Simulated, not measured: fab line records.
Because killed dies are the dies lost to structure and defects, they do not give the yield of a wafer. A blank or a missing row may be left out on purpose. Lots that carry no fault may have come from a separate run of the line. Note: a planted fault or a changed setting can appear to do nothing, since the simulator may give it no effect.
Which of the tools did it? :: flow n5_finfet :: Sampling: 12 lots, 36 wafers, 2 of 1938 route steps

## WHAT EACH GAUGE READ, for each wafer
N5_BEOL_M10_CD_MEAS_35 targets a cd of 70 nm.
lot: L075
measured: day 10 22:17
on: cd_sem-03
cd_nm (nm): 70.7 70.8 69.5

lot: L076
measured: day 11 21:15
on: cd_sem-03
cd_nm (nm): 70.7 69.9 71.6

lot: L080
measured: day 12 07:23
on: cd_sem-01
cd_nm (nm): 70.5 69.7 70.8

lot: L077
measured: day 12 09:44
on: cd_sem-03
cd_nm (nm): 70.5 69.5 69.9

lot: L083
measured: day 12 13:51
on: cd_sem-02
cd_nm (nm): 69.6 68.9 69.1

lot: L085
measured: day 13 04:55
on: cd_sem-01
cd_nm (nm): 70.5 69.5 69.4

lot: L087
measured: day 13 15:17
on: cd_sem-03
cd_nm (nm): 69.9 72.0 70.5

lot: L089
measured: day 14 13:56
on: cd_sem-02
cd_nm (nm): 70.1 69.7 68.8

lot: L093
measured: day 15 02:09
on: cd_sem-01
cd_nm (nm): 71.2 70.4 71.0

lot: L092
measured: day 15 02:29
on: cd_sem-02
cd_nm (nm): 70.6 70.8 71.4

lot: L095
measured: day 16 04:43
on: cd_sem-03
cd_nm (nm): 70.7 70.9 71.7

lot: L096
measured: day 16 12:22
on: cd_sem-02
cd_nm (nm): 71.0 71.8 70.6

## WHAT TOOL EACH LOT RAN ON (gives the tool, then ch and the chambers of the sampled wafers, and finally the start)
lot: L075
N5_BEOL_M10_STRIP_77: rie_diel-04 ch 1,3, day 10 22:17 or earlier

lot: L076
N5_BEOL_M10_STRIP_77: rie_diel-02 ch 1,3, day 11 21:15 or earlier

lot: L080
N5_BEOL_M10_STRIP_77: rie_diel-04 ch 0,2,3, day 12 07:23 or earlier

lot: L077
N5_BEOL_M10_STRIP_77: rie_diel-04 ch 0,1,3, day 12 09:44 or earlier

lot: L083
N5_BEOL_M10_STRIP_77: rie_diel-04 ch 0,2,3, day 12 13:51 or earlier

lot: L085
N5_BEOL_M10_STRIP_77: rie_diel-04 ch 0,1, day 13 04:55 or earlier

lot: L087
N5_BEOL_M10_STRIP_77: rie_diel-02 ch 0,2,3, day 13 15:17 or earlier

lot: L089
N5_BEOL_M10_STRIP_77: rie_diel-02 ch 1,3, day 14 13:56 or earlier

lot: L093
N5_BEOL_M10_STRIP_77: rie_diel-04 ch 0,1,2, day 15 02:09 or earlier

lot: L092
N5_BEOL_M10_STRIP_77: rie_diel-02 ch 0,1,3, day 15 02:29 or earlier

lot: L095
N5_BEOL_M10_STRIP_77: rie_diel-06 ch 2,3, day 16 04:43 or earlier

lot: L096
N5_BEOL_M10_STRIP_77: rie_diel-06 ch 1,2, day 16 12:22 or earlier
- N5_BEOL_M10_STRIP_77: strips in N2/H2, time 10 s.

## THE ANSWER, worked out from the rows above alone
Rule: usual is defined by the lots themselves. Put in order of their means at a reading, lots are off if they are a third of the lots or fewer, leave a main group of 4 or more, and stand apart from it by a gap of 3 or more times the standard deviation of the main group's means; of several such gaps the widest counts. The tables above print the reading to a certain number of digits; a main group whose means all agree to those digits is not used. A lot without any number at a reading at which 4 lots or more have one is off too. All remaining lots with rows at the step are treated as sound.
No lot is off at any reading shown: from this, nothing can be told.

## WHAT THE SIMULATOR HAD INSERTED
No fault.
